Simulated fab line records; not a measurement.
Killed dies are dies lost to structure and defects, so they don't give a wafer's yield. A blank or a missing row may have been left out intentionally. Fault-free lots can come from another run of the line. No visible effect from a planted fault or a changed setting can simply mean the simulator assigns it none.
The tool behind it: which one? | flow n5_finfet | 24 lots, 72 wafers sampled, at 4 steps of a route of 1938

## WHAT THE GAUGES SHOWED, per wafer
N5_BEOL_M1_CD_MEAS_35: target cd 18 nm, target cd y 21 nm.
lot  | measured     | on        | cd_nm (nm)
L074 | day 6 12:29  | cd_sem-01 | 17.5 18.1 18.1
L075 | day 6 14:55  | cd_sem-01 | 17.8 18.4 17.7
L076 | day 7 15:53  | cd_sem-02 | 18.2 18.2 18.0
L077 | day 7 22:25  | cd_sem-01 | 17.7 17.3 17.5
L078 | day 8 03:40  | cd_sem-03 | 17.9 17.9 17.8
L079 | day 8 07:10  | cd_sem-01 | 17.8 18.5 18.2
L080 | day 8 11:17  | cd_sem-01 | 17.9 18.0 17.4
L081 | day 9 01:01  | cd_sem-01 | 17.7 18.2 18.3
L083 | day 9 06:08  | cd_sem-03 | 17.9 18.0 18.3
L082 | day 9 07:23  | cd_sem-01 | 17.3 17.6 18.0
L084 | day 9 07:52  | cd_sem-03 | 18.1 17.8 18.2
L085 | day 9 13:34  | cd_sem-03 | 17.9 18.0 18.3
L088 | day 9 21:28  | cd_sem-01 | 18.8 18.8 18.7
L086 | day 10 00:26 | cd_sem-01 | 18.5 18.5 17.8
L087 | day 10 00:30 | cd_sem-03 | 18.3 18.4 18.5
L089 | day 10 11:32 | cd_sem-01 | 17.8 18.0 18.0
L090 | day 10 19:01 | cd_sem-03 | 18.3 17.8 18.4
L091 | day 10 22:31 | cd_sem-03 | 18.0 18.1 17.4
L092 | day 11 07:38 | cd_sem-02 | 18.3 18.3 18.4
L093 | day 11 18:47 | cd_sem-03 | 17.6 17.5 17.8
L094 | day 11 19:16 | cd_sem-02 | 17.9 18.8 18.0
L095 | day 11 23:04 | cd_sem-02 | 18.5 17.9 18.3
L096 | day 12 02:20 | cd_sem-03 | 18.4 17.9 17.5
L097 | day 12 10:58 | cd_sem-03 | 18.4 18.2 18.2

N5_BEOL_M1_RS_MEAS_58: measures by four-point-probe.
lot  | measured     | on            | M1_RS (ohm/sq)
L074 | day 6 17:37  | film_metro-02 | 0.66 0.63 0.63
L075 | day 6 19:06  | film_metro-02 | 0.65 0.61 0.63
L076 | day 7 19:30  | film_metro-02 | 0.61 0.63 0.65
L077 | day 8 01:55  | film_metro-01 | 0.61 0.65 0.64
L078 | day 8 07:46  | film_metro-02 | 0.64 0.65 0.60
L079 | day 8 10:36  | film_metro-01 | 0.62 0.65 0.65
L080 | day 8 15:00  | film_metro-01 | 0.65 0.61 0.65
L081 | day 9 04:34  | film_metro-01 | 0.71 0.68 0.65
L083 | day 9 09:40  | film_metro-01 | 0.71 0.66 0.65
L082 | day 9 10:52  | film_metro-01 | 0.67 0.63 0.71
L084 | day 9 11:50  | film_metro-01 | 0.73 0.67 0.67
L085 | day 9 18:53  | film_metro-01 | 0.64 0.67 0.67
L088 | day 10 01:05 | film_metro-02 | 0.65 0.62 0.61
L086 | day 10 04:07 | film_metro-01 | 0.71 0.69 0.67
L087 | day 10 04:39 | film_metro-02 | 0.63 0.66 0.58
L089 | day 10 16:52 | film_metro-02 | 0.70 0.70 0.64
L090 | day 10 23:07 | film_metro-02 | 0.71 0.68 0.63
L091 | day 11 02:16 | film_metro-01 | 0.66 0.64 0.62
L092 | day 11 11:34 | film_metro-01 | 0.77 0.65 0.65
L093 | day 11 23:17 | film_metro-01 | 0.71 0.69 0.71
L094 | day 12 00:20 | film_metro-01 | 0.70 0.66 0.66
L095 | day 12 04:53 | film_metro-01 | 0.72 0.69 0.65
L096 | day 12 06:43 | film_metro-01 | 0.73 0.68 0.65
L097 | day 12 15:02 | film_metro-02 | 0.69 0.71 0.61

## WHICH TOOL RAN EACH LOT (tool, then ch and the chambers of the sampled wafers, then the start)
lot  | N5_BEOL_M1_SPUTTER_96        | N5_BEOL_M1_DEP_57
L074 | pvd_sputter-02, day 6 16:32  | pecvd-04 ch 0,1, day 6 17:32
L075 | pvd_sputter-01, day 6 18:03  | pecvd-03 ch 0,1, day 6 19:02
L076 | pvd_sputter-02, day 7 18:26  | pecvd-03 ch 1,2, day 7 19:26
L077 | pvd_sputter-02, day 8 00:53  | pecvd-02 ch 0,2, day 8 01:52
L078 | pvd_sputter-02, day 8 06:38  | pecvd-02 ch 0,1,2, day 8 07:42
L079 | pvd_sputter-03, day 8 09:31  | pecvd-02 ch 0,1,2, day 8 10:32
L080 | pvd_sputter-02, day 8 13:57  | pecvd-04 ch 0,1,2, day 8 14:56
L081 | pvd_sputter-03, day 9 03:31  | pecvd-04 ch 1,2, day 9 04:30
L083 | pvd_sputter-02, day 9 08:37  | pecvd-03 ch 0,2, day 9 09:36
L082 | pvd_sputter-03, day 9 09:49  | pecvd-04 ch 0,1,2, day 9 10:48
L084 | pvd_sputter-02, day 9 10:47  | pecvd-03 ch 0,2, day 9 11:46
L085 | pvd_sputter-03, day 9 17:48  | pecvd-02 ch 0,1, day 9 18:49
L088 | pvd_sputter-01, day 10 00:02 | pecvd-03 ch 0,2, day 10 01:02
L086 | pvd_sputter-02, day 10 03:01 | pecvd-02 ch 0,1, day 10 04:02
L087 | pvd_sputter-03, day 10 03:25 | pecvd-03 ch 0,1,2, day 10 04:35
L089 | pvd_sputter-02, day 10 15:49 | pecvd-02 ch 0,2, day 10 16:49
L090 | pvd_sputter-01, day 10 22:04 | pecvd-03 ch 0,1,2, day 10 23:03
L091 | pvd_sputter-01, day 11 01:12 | pecvd-02 ch 0,2, day 11 02:11
L092 | pvd_sputter-03, day 11 10:31 | pecvd-03 ch 0,1,2, day 11 11:30
L093 | pvd_sputter-03, day 11 22:12 | pecvd-04 ch 0,1, day 11 23:13
L094 | pvd_sputter-02, day 11 23:14 | pecvd-02 ch 0,1,2, day 12 00:16
L095 | pvd_sputter-03, day 12 03:47 | pecvd-04 ch 0,1, day 12 04:48
L096 | pvd_sputter-03, day 12 05:40 | pecvd-02 ch 0,1,2, day 12 06:40
L097 | pvd_sputter-01, day 12 13:58 | pecvd-03 ch 1,2, day 12 14:58
- N5_BEOL_M1_SPUTTER_96: material Cu, target thk 4.5 nm, time 8.29 s.
- N5_BEOL_M1_DEP_57: deposits SiCN from 3MS/NH3, target thk 8 nm, time 14 s.

## AS READ BY THE TOOLS THEMSELVES (means over the sampled wafers that have a number; for cases with no such wafer, the mark the record gives instead)
N5_BEOL_M1_SPUTTER_96.
lot  | tool           | throttle_valve_pct (%)
L074 | pvd_sputter-02 | 30.9
L075 | pvd_sputter-01 | 30.7
L076 | pvd_sputter-02 | 30.6
L077 | pvd_sputter-02 | 31.1
L078 | pvd_sputter-02 | 30.9
L079 | pvd_sputter-03 | 28.6
L080 | pvd_sputter-02 | 30.0
L081 | pvd_sputter-03 | 28.9
L083 | pvd_sputter-02 | 30.9
L082 | pvd_sputter-03 | 28.8
L084 | pvd_sputter-02 | 31.0
L085 | pvd_sputter-03 | 29.0
L088 | pvd_sputter-01 | 30.7
L086 | pvd_sputter-02 | 30.1
L087 | pvd_sputter-03 | 28.7
L089 | pvd_sputter-02 | 30.1
L090 | pvd_sputter-01 | 30.6
L091 | pvd_sputter-01 | 30.6
L092 | pvd_sputter-03 | 28.9
L093 | pvd_sputter-03 | 28.8
L094 | pvd_sputter-02 | 30.1
L095 | pvd_sputter-03 | 28.3
L096 | pvd_sputter-03 | 28.7
L097 | pvd_sputter-01 | 30.7

N5_BEOL_M1_DEP_57.
lot  | tool     | showerhead_plenum_p_Torr (Torr) | throttle_valve_pct (%)
L074 | pecvd-04 | 3.669                           | 9.4
L075 | pecvd-03 | 3.671                           | 9.2
L076 | pecvd-03 | 3.674                           | 8.9
L077 | pecvd-02 | 3.671                           | 9.3
L078 | pecvd-02 | 3.672                           | 9.3
L079 | pecvd-02 | 3.674                           | 9.2
L080 | pecvd-04 | 3.656                           | 9.1
L081 | pecvd-04 | 3.659                           | 8.8
L083 | pecvd-03 | 3.674                           | 8.9
L082 | pecvd-04 | 3.658                           | 9.0
L084 | pecvd-03 | 3.674                           | 8.9
L085 | pecvd-02 | 3.675                           | 9.2
L088 | pecvd-03 | 3.674                           | 9.0
L086 | pecvd-02 | 3.666                           | 9.6
L087 | pecvd-03 | 3.672                           | 9.0
L089 | pecvd-02 | 3.665                           | 8.8
L090 | pecvd-03 | 3.673                           | 9.2
L091 | pecvd-02 | 3.676                           | 8.7
L092 | pecvd-03 | 3.674                           | 9.1
L093 | pecvd-04 | 3.665                           | 9.6
L094 | pecvd-02 | 3.676                           | 9.1
L095 | pecvd-04 | 3.661                           | 9.1
L096 | pecvd-02 | 3.673                           | 9.1
L097 | pecvd-03 | 3.674                           | 8.9

## THE ANSWER, worked out from the rows above alone
Rule: what is usual is taken from the lots themselves. Put in order of their means at a reading, lots are off if they are a third of the lots or fewer, leave a main group of 4 or more, and stand apart from it by a gap of 3 or more times the standard deviation of the main group's means; of several such gaps the widest counts. Not used: any main group whose means are identical at the precision the tables above print for the reading. A lot without any number at a reading at which 4 lots or more have one is off too. The other lots that the step has rows for count as sound. First the gauges in route order, then the tools' own readings, where a lot's mean is used as printed above. At the first step where some lot is off, the reading lying furthest off is the one used; lots without a number count as furthest.
No lot is off on any of the readings shown, so nothing can be concluded from this.

## WHAT THE SIMULATOR HAD PUT IN
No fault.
